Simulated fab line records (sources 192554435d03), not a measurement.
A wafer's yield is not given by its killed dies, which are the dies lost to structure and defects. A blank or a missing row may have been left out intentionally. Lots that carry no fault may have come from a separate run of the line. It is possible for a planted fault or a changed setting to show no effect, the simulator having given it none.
The same fault as seen by 3 desks -- flow n5-finfet -- what lay behind the numbers comes last; until then each desk has only its own

== TOOL OWNER'S DESK, rie-diel-02 ==
The tool's own readings at N5_BEOL_M8_VIA_ETCH_34 (etches SiCOH lowk in C4F6/O2, target depth 125.5 nm, time 50.5 s): means of the sampled wafers that have a number, for each lot that ran on this tool. A lot is out of limits, marked OUT, if its mean lies more than 4 standard deviations from the usual mean; the brackets give that distance.
Columns: A = bias-w at N5_BEOL_M8_VIA_ETCH_34, usual 185.0 W; B = drypump-motor-current-A at N5_BEOL_M8_VIA_ETCH_34, usual 5.8 A; C = oes-product-au at N5_BEOL_M8_VIA_ETCH_34, usual 0.78 a.u.; D = rf-vpp-V at N5_BEOL_M8_VIA_ETCH_34, usual 662 V; E = showerhead-plenum-p-Torr at N5_BEOL_M8_VIA_ETCH_34, usual 2.86 Torr; F = throttle-valve-pct at N5_BEOL_M8_VIA_ETCH_34, usual 21.02 %
lot,first seen here,A,B,C,D,E,F
L382,day 12 01:07,185.0,6.2,0.78,658,2.91,21.21
L388,day 13 06:43,168.3 (-28) OUT,6.0,0.72,609 (-5.3) OUT,2.90,21.13
Finding of this desk: L388 out of limits; the first was L388 at day 13 06:43, on bias-w at N5_BEOL_M8_VIA_ETCH_34. Within limits: L382.

== FROM THE METROLOGY DESK ==
Means of the sampled wafers that have a number, per lot and without regard to the tool the lot ran on: this is what the gauges read. A lot is out of limits, marked OUT, if its mean lies more than 4 standard deviations from the usual mean; the brackets give that distance.
Columns: A = cd-nm at N5_BEOL_M8_CD_MEAS_28, usual 40.06 nm; B = V7_OVL at N5_BEOL_M8_OVL_MEAS_29, usual -0.2 nm
lot,first seen here,A,B
L376,day 10 03:16,40.05,-0.9
L382,day 12 00:49,40.22,-0.5
L389,day 13 05:41,40.18,0.3
L388,day 13 05:49,39.88,0.3
L397,day 15 08:19,39.98,0.5
This desk's verdict: no lot among the 5 shows anything out of limits.

== THE DEFECT DESK ==
For each lot, the counts of the inspections along the route, averaged over the sampled wafers that have a number. A lot is out of limits, marked OUT, if its mean lies more than 4 standard deviations from the usual mean; the brackets give that distance.
Columns: A = raw-defect-count at N5_BEOL_M8_INSPECT_30, usual 422
lot,first seen here,A
L376,day 10 03:21,338
L382,day 12 00:54,510
L389,day 13 05:46,514
L388,day 13 05:55,431
L397,day 15 08:25,400
This desk's verdict: no lot among the 5 shows anything out of limits.

== BROUGHT TOGETHER ==
An alarm could have come from the tool owner's desk at day 13 06:43, on L388.
Metrology desk: nothing out of limits seen.
Nothing the defect desk looked at was out of limits.
The metrology desk has L388 on record, within its limits.
The defect desk has L388 on record, within its limits.
The lots listed all ran N5_BEOL_M8_VIA_ETCH_34 on rie-diel-02.

== WHAT WAS PUT IN BY THE SIMULATOR ==
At N5_BEOL_M8_VIA_ETCH_34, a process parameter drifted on rie-diel-02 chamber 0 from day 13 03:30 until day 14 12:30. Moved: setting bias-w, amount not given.
Lots struck among those shown: L388.
How many hours passed from the start of the fault until each desk's first out-of-limits reading: the tool owner's desk, 3.
